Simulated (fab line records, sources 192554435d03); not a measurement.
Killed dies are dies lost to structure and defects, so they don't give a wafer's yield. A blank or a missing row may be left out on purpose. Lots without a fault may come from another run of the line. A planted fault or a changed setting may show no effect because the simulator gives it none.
fab line records | flow n5_finfet
record lots=9 wafers=27 last_day=17
route steps=1938 shown FIN_SAQP@116 BEOL_M4@1111 PASSIVATION@1936
lots that met no fault: from a run of the same line without faults
start_h: hours from the record's first day to the start of the lot's first wafer shown | wait_h: hours since the lot's step before | " the same as in the row above | L1.1+2: a row that stands for several wafers | - no value, or no start given | * or withheld: withheld | < > ~ a bound
route shown NAME@n: a module of which the file shows steps, and the number in the route of the first | usual: mean/standard deviation of fault-free wafers | same: alike in all rows | chamber/n: place in a boat | sites: the reading at each site | _std_site: their standard deviation | _edge_site: outer sites' mean less inner sites' | radius_mm: how far each site lies from the wafer's centre | mask NAME#n: copy n | behind: the tool/chamber that last shaped the wafer | hold: why the lot was held/for how many hours/how that ended | device: the transistor (n, p or np) that didn't switch | end of line: the same wafers' tests at the end of the route | a step without rows: its recipe alone | killed: dies lost to structure and defects at the first sort, not the wafer's yield | map: a wafer's dies, x killed, . not, _ none there
set.NAME: the setting as run; set.NAME@STEP: as run at that earlier step | model.NAME: the simulator's own value behind a step, which no gauge read
steps of the route over a sample of lots; a table a step, a row a wafer
services: from which hour (start_h, from the record's first day; less than 0 if before it) a tool's chamber was out of use, for how many hours, and why
## steps
# step N5_FIN_SAQP_ETCH_52
# recipe chemistry=N2/H2 target=SOC target_depth_a=1000 overetch_a=200 mask_material=SiARC temp_c=40 time_s=150 ion_energy_ev=200 pressure_mtorr=30 source_w=840 bias_w=150 n2_flow_sccm=200 h2_flow_sccm=200 ends=end_point
# usual drypump_motor_current_A=5.6/0.42 oes_product_au=0.68/0.06 rf_vpp_V=523.5/2.2 showerhead_plenum_p_Torr=2.52/0.072 throttle_valve_pct=17.77/0.24
# columns lot.wafer tool chamber start_h wait_h drypump_motor_current_A oes_product_au rf_hours_counter_h rf_vpp_V showerhead_plenum_p_Torr throttle_valve_pct
L858.1 rie_diel-06 3 59.42 0.0 6.5 0.67 158 521.1 2.43 17.67
L858.4 " 1 " " 5.4 0.73 92 524.6 2.56 17.33
L858.5 " 2 " " 5.7 0.63 - 520.5 2.42 17.81
L860.1 rie_diel-05 2 71.50 0.0 5.7 0.70 151 527.2 2.64 17.41
L860.2 " 0 " " 5.7 0.67 156 523.5 2.53 17.77
L860.5 " 3 " " 5.2 0.62 - 522.8 2.50 18.17
L861.2 rie_diel-03 0 76.74 0.0 6.1 0.76 63 521.2 2.46 17.63
L861.3 " 1 " " 5.3 0.60 235 525.3 2.62 18.23
L861.4 " 2 " " 6.2 0.69 130 521.0 2.46 17.92
L862.1 rie_diel-03 0 82.74 0.0 6.1 0.76 66 523.5 2.46 17.63
L862.2 " 2 " " 6.2 0.69 132 521.4 2.46 17.92
L862.3 " 3 " " 5.6 0.87 2 522.9 2.50 17.63
L863.1 rie_diel-03 1 89.80 0.0 5.3 0.60 240 525.6 2.61 18.25
L863.2 " 2 " " 6.2 0.68 135 520.8 2.46 17.93
L863.3 " 0 " " 6.1 0.75 68 522.5 2.46 17.63
L864.1 rie_diel-05 0 96.29 0.0 5.7 0.66 165 525.4 2.53 17.79
L864.2 " 1 " " 5.2 0.67 156 523.9 2.54 17.86
L864.4 " 2 " " 5.7 0.68 160 527.4 2.64 17.43
L865.1 rie_diel-05 3 101.06 0.0 5.2 0.61 240 522.6 2.50 18.19
L865.5 " 0 " " 5.7 0.66 - 523.3 2.53 17.80
L865.6 " 3 " " 5.2 0.61 - 522.0 2.50 18.20
L873.1 rie_diel-03 0 148.50 0.0 6.1 0.73 92 523.0 2.45 17.68
L873.2 " 3 " " 5.6 0.80 29 523.1 2.49 17.69
L873.6 " 2 " " 6.2 0.67 - 521.4 2.45 17.98
L874.1 rie_diel-05 3 154.52 0.0 5.2 0.84 5 523.4 2.49 17.83
L874.2 " 0 " " 5.7 0.65 185 524.3 2.52 17.83
L874.5 " 2 " " 5.7 0.67 - 526.0 2.63 17.49
# step N5_FIN_SAQP_SPACER1_ALD_24
# recipe material=SiO2 target_thk_a=203 temp_c=300 ald_precursor_family=BDEAS ald_co_reactant=O2-plasma pulse_time_s=1 purge_time_s=2 co_reactant_purge_time_s=2 ald_cycles=218 pressure_torr=2
# usual heater_power_w=448/43 precursor_pulse_height_rel=0.999/0.02 susceptor_temp_C=300.01/0.19
# same purge_time_s=2
# columns lot.wafer tool chamber start_h wait_h heater_power_w precursor_pulse_height_rel susceptor_temp_C
L858.1 ald_sin-01 1 60.43 0.3 436 0.975 300.06
L858.4 " 3 " " 495 0.979 299.69
L858.5 " 0 " " 448 0.987 300.23
L860.1 ald_sin-02 1 72.50 0.3 457 1.007 299.88
L860.2 " 3 " " 445 1.011 300.10
L860.5 " 3 " " 443 1.016 299.78
L861.2 ald_sin-02 2 78.03 0.3 470 1.009 300.02
L861.3 " 0 " " 512 0.983 299.80
L861.4 " 1 " " 460 1.046 299.89
L862.1 ald_sin-02 1 83.75 0.3 458 0.997 300.01
L862.2 " 0 " " 527 1.025 299.97
L862.3 " 2 " " 459 1.021 300.08
L863.1 ald_sin-02 2 90.86 0.3 446 0.999 295.74
L863.2 " 1 " " 425 1.026 295.79
L863.3 " 3 " " 424 1.020 295.67
L864.1 ald_sin-01 0 97.43 0.4 448 1.000 300.12
L864.2 " 3 " " 501 0.982 299.66
L864.4 " 1 " " 452 1.016 300.05
L865.1 ald_sin-02 2 102.25 0.3 420 0.987 295.99
L865.5 " 1 " " 445 1.034 295.77
L865.6 " 0 " " 499 1.011 295.84
L873.1 ald_sin-04 1 150.62 1.3 459 0.991 300.08
L873.2 " 3 " " 454 1.007 299.96
L873.6 " 2 " " 367 1.022 300.41
L874.1 ald_sin-01 3 155.58 0.3 502 0.985 300.09
L874.2 " 0 " " 446 0.994 300.39
L874.5 " 2 " " 481 1.007 300.14
# step N5_FIN_SAQP_RECESS_63
# recipe chemistry=HF/NH3 target=SiO2 target_depth_a=180 afs_cycles=3 temp_c=30 sublimation_temp_c=180 sublimation_time_s=60
# usual drypump_motor_current_A=5.6/0.42 sublimation_temp_c=180.03/0.17
# same afs_cycles=3
# columns lot.wafer tool chamber start_h wait_h drypump_motor_current_A sublimation_temp_c
L858.1 vapor_etch-01 0 61.65 0.1 5.9 180.08
L858.4 " 0 " " 5.9 179.95
L858.5 " 0 " " 5.8 180.03
L860.1 vapor_etch-02 1 73.69 0.1 5.4 179.89
L860.2 " 0 " " 5.1 179.87
L860.5 " 1 " " 5.4 179.89
L861.2 vapor_etch-02 1 79.22 0.1 5.3 180.14
L861.3 " 0 " " 5.2 179.85
L861.4 " 1 " " 5.3 180.06
L862.1 vapor_etch-02 1 84.94 0.1 5.4 180.21
L862.2 " 0 " " 5.1 180.01
L862.3 " 1 " " 5.3 180.10
L863.1 vapor_etch-02 1 92.20 0.1 5.3 179.86
L863.2 " 0 " " 5.2 180.10
L863.3 " 1 " " 5.3 179.94
L864.1 vapor_etch-02 0 98.74 0.1 5.1 179.84
L864.2 " 1 " " 5.3 179.73
L864.4 " 1 " " 5.3 179.84
L865.1 vapor_etch-01 1 103.57 0.1 6.2 180.00
L865.5 " 0 " " 5.8 180.08
L865.6 " 1 " " 6.2 179.77
L873.1 vapor_etch-02 1 151.97 0.1 5.3 180.13
L873.2 " 0 " " 5.2 180.15
L873.6 " 0 " " 5.2 180.00
L874.1 vapor_etch-01 0 156.77 0.1 5.8 180.01
L874.2 " 1 " " 6.2 180.12
L874.5 " 1 " " 6.3 180.36
# step N5_FIN_SAQP_ETCH_67
# recipe chemistry=CH3F/O2 target=SiNx target_depth_a=300 mask_material=SOC pressure_mtorr=30 source_w=395 bias_w=73 Ar_flow_sccm=150 CH3F_flow_sccm=30 O2_flow_sccm=20 ion_energy_ev=120
# usual drypump_motor_current_A=5.7/0.41 oes_product_au=0.76/0.069 rf_vpp_V=298/5.7 showerhead_plenum_p_Torr=1.98/0.057 throttle_valve_pct=16.37/0.19
# columns lot.wafer tool chamber start_h wait_h drypump_motor_current_A oes_product_au rf_hours_counter_h rf_vpp_V showerhead_plenum_p_Torr throttle_valve_pct
L858.1 rie_diel-03 0 62.19 0.0 6.1 0.86 58 297 1.96 16.32
L858.4 " 2 " " 6.1 0.78 - 298 1.93 16.32
L858.5 " 0 " " 6.1 0.86 - 296 1.96 16.31
L860.1 rie_diel-06 1 74.20 0.0 5.4 0.80 96 295 2.01 16.00
L860.2 " 3 " " 6.4 0.73 163 298 1.92 16.30
L860.5 " 2 " " 5.6 0.68 - 288 1.89 16.39
L861.2 rie_diel-06 2 79.73 0.0 5.7 0.69 220 289 1.89 16.38
L861.3 " 3 " " 6.5 0.74 165 298 1.92 16.34
L861.4 " 1 " " 5.4 0.80 99 296 2.01 16.01
L862.1 rie_diel-05 0 85.77 0.0 5.7 0.74 161 288 1.99 16.38
L862.2 " 3 " " 5.2 0.69 235 302 1.97 16.74
L862.3 " 1 " " 5.2 0.75 152 297 2.00 16.35
L863.1 rie_diel-05 1 92.70 0.0 5.2 0.76 155 296 2.00 16.36
L863.2 " 0 " " 5.7 0.74 164 287 1.99 16.40
L863.3 " 3 " " 5.2 0.69 238 301 1.97 16.74
L864.1 rie_diel-05 0 99.25 0.0 5.7 0.73 166 287 1.99 16.40
L864.2 " 1 " " 5.2 0.75 157 297 2.00 16.38
L864.4 " 3 " " 5.2 0.69 240 302 1.97 16.76
L865.1 rie_diel-05 2 104.08 0.0 5.6 0.77 163 306 2.09 16.08
L865.5 " 1 " " 5.2 0.75 - 297 2.00 16.38
L865.6 " 0 " " 5.7 0.74 - 288 1.99 16.42
L873.1 rie_diel-03 2 152.49 0.0 6.2 0.76 160 295 1.92 16.40
L873.2 " 0 " " 6.1 0.82 93 296 1.94 16.39
L873.6 " 2 " " 6.2 0.75 - 296 1.92 16.38
L874.1 rie_diel-06 3 157.30 0.0 6.4 0.72 189 297 1.91 16.34
L874.2 " 2 " " 5.6 0.66 250 289 1.88 16.42
L874.5 " 2 " " 5.6 0.66 - 289 1.88 16.44
# step N5_BEOL_M4_RC_MEAS_101
# usual DIBL_N=35.8/1.8 DIBL_P=35.6/2 IOFF_N=0.148/0.028 IOFF_P=0.20/0.034 ION_N=672/12 ION_P=462/8.5 SS_N=71.2/0.65 SS_P=73.1/0.67 VT_N=251/3.3 VT_P=-251/3.8
# columns lot.wafer tool chamber start_h wait_h DIBL_N[mV/V] DIBL_P[mV/V] IOFF_N[nA/um] IOFF_P[nA/um] ION_N[uA/um] ION_P[uA/um] SS_N[mV/dec] SS_P[mV/dec] VT_N[mV] VT_P[mV]
L858.1 prober-02 0 203.75 0.0 33.2 32.1 0.111 0.16 667 459 70.4 72.0 254 -256
L858.4 " 0 " " 34.2 33.6 0.129 0.19 674 467 70.5 72.8 250 -250
L858.5 " 0 " " 34.0 32.3 0.116 0.16 655 453 70.5 72.6 254 -253
L860.1 prober-01 0 204.22 0.0 33.9 31.6 0.107 0.17 652 459 70.5 72.6 255 -251
L860.2 " 0 " " 36.2 35.5 0.157 0.23 682 474 71.4 73.2 250 -246
L860.5 " 0 " " 36.4 35.4 0.153 0.22 667 462 71.6 73.1 250 -247
L861.2 prober-02 0 218.26 0.2 34.6 34.3 0.121 0.19 663 457 70.1 73.5 253 -249
L861.3 " 0 " " 35.9 35.7 0.136 0.21 674 467 71.3 72.8 252 -247
L861.4 " 0 " " 35.2 34.7 0.137 0.19 677 468 70.8 72.4 250 -249
L862.1 prober-01 0 221.50 0.0 38.0 37.4 0.178 0.21 676 456 71.5 73.8 252 -254
L862.2 " 0 " " 34.9 34.3 0.117 0.17 656 454 71.0 73.0 255 -252
L862.3 " 0 " " 33.6 32.3 0.105 0.14 661 450 69.8 72.1 255 -256
L863.1 prober-01 0 231.54 0.0 35.1 34.7 0.135 0.18 666 458 71.8 71.9 252 -251
L863.2 " 0 " " 35.3 35.3 0.146 0.18 673 456 71.5 72.5 249 -251
L863.3 " 0 " " 34.7 34.5 0.150 0.18 697 468 70.6 72.7 248 -251
L864.1 prober-01 0 242.14 0.0 35.6 36.3 0.158 0.21 679 466 71.1 73.5 248 -252
L864.2 " 0 " " 34.6 35.0 0.145 0.18 681 462 71.2 72.8 251 -250
L864.4 " 0 " " 34.9 35.4 0.152 0.20 679 460 71.2 73.0 250 -249
L865.1 prober-02 0 247.13 0.0 39.7 38.6 0.244 0.31 677 467 73.2 74.3 245 -242
L865.5 " 0 " " 36.7 35.2 0.162 0.25 668 468 72.6 73.2 252 -243
L865.6 " 0 " " 38.2 37.0 0.192 0.27 669 459 72.4 74.0 248 -248
L873.1 prober-01 0 290.31 0.0 38.6 41.2 0.200 0.27 678 464 72.5 74.2 245 -247
L873.2 " 0 " " 37.8 39.5 0.181 0.24 684 462 71.2 73.9 247 -249
L873.6 " 0 " " 38.0 39.9 0.183 0.25 682 472 72.0 74.1 250 -247
L874.1 prober-02 0 306.87 0.0 35.8 35.0 0.147 0.19 677 463 71.3 72.4 250 -248
L874.2 " 0 " " 38.4 37.4 0.197 0.24 691 478 71.6 72.5 246 -247
L874.5 " 0 " " 35.3 33.1 0.138 0.18 682 464 71.0 71.9 254 -250
# step N5_PASSIVATION_PROBE_49
# usual defect_limited_yield=91.3/1.5 killed_at_M0_to_M3=34/11 killed_at_M4_up=14/6.1 killed_at_contacts=12/5.9 killed_at_front_end=39/11 killed_at_other=4/3.3 killed_dies=102/18 killed_open=67/13 killed_short=33/7.9 sort_bin_5_function=5.1/1 sort_bin_6_memory=3.3/0.7 sort_n_pass=1077/19 sort_yield_pct=91.3/1.6
# same gross_dies=1180 killed_at_back_side=0 sort_bin_4_leakage[%]=0 sort_bin_8_speed[%]=0
# columns lot.wafer tool chamber start_h wait_h defect_limited_yield[%] killed_at_M0_to_M3 killed_at_M4_up killed_at_contacts killed_at_front_end killed_at_other killed_dies killed_open killed_short sort_bin_5_function[%] sort_bin_6_memory[%] sort_n_pass sort_yield_pct[%]
L865.6 prober-02 - 348.45 0.3 92.4 25 21 3 34 7 90 58 29 5.0 2.6 1090 92.4
# killed by level:class
L865.6 FIN_SAQP:geometric_particle:open=7 STI_FIN_REVEAL:geometric_particle:open=7 BEOL_M0_SAQP:geometric_particle:open=6 BEOL_M1:geometric_particle:open=6 BEOL_M4:geometric_particle:short=6 BEOL_M2:geometric_particle:open=5 BEOL_M4:geometric_particle:open=5 GATE_CUT:geometric_particle:open=4
## services
# columns tool chamber start_h hours kind
rie_diel-05 2 35.44 5.7 repair
rie_diel-06 2 42.20 6.6 repair
rie_diel-05 1 45.20 32.4 repair
ald_sin-01 1 47.00 7.8 repair
rie_diel-05 0 48.06 9.0 repair
rie_diel-03 3 60.97 - clean
rie_diel-03 3 60.97 - consumable_replace:focus_ring
rie_diel-03 3 60.97 14.1 scheduled_down
rie_diel-03 3 60.97 14.1 vent_cycle
rie_diel-06 3 94.68 12.9 repair
rie_diel-03 1 121.14 - clean
rie_diel-03 1 121.14 - consumable_replace:focus_ring
rie_diel-03 1 121.14 33.9 scheduled_down
rie_diel-03 1 121.14 33.9 vent_cycle
rie_diel-05 3 128.67 - clean
rie_diel-05 3 128.67 - consumable_replace:focus_ring
rie_diel-05 3 128.67 11.6 scheduled_down
rie_diel-05 3 128.67 11.6 vent_cycle
vapor_etch-01 1 137.75 11.0 repair
ald_sin-02 0 151.45 4.1 repair
## key
first_sign step=N5_FIN_SAQP_SPACER1_ALD_24 reading=susceptor_temp_C direction=down sigmas=22 usual=* struck=*
effect none on later readings
met_at N5_FIN_SAQP_SPACER1_ALD_24
struck_lots L863,L865
not_acting_at N5_FIN_SAQP_ETCH_52,N5_FIN_SAQP_RECESS_63,N5_FIN_SAQP_ETCH_67
onset_between 83.75 90.86
fault kind=process_parameter_drift tool=ald_sin-02 chamber=- onset_h=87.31 steps=N5_FIN_SAQP_SPACER1_ALD_24 channel=temp_c offset=* shape=step end_h=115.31 acts_in=* stated=*
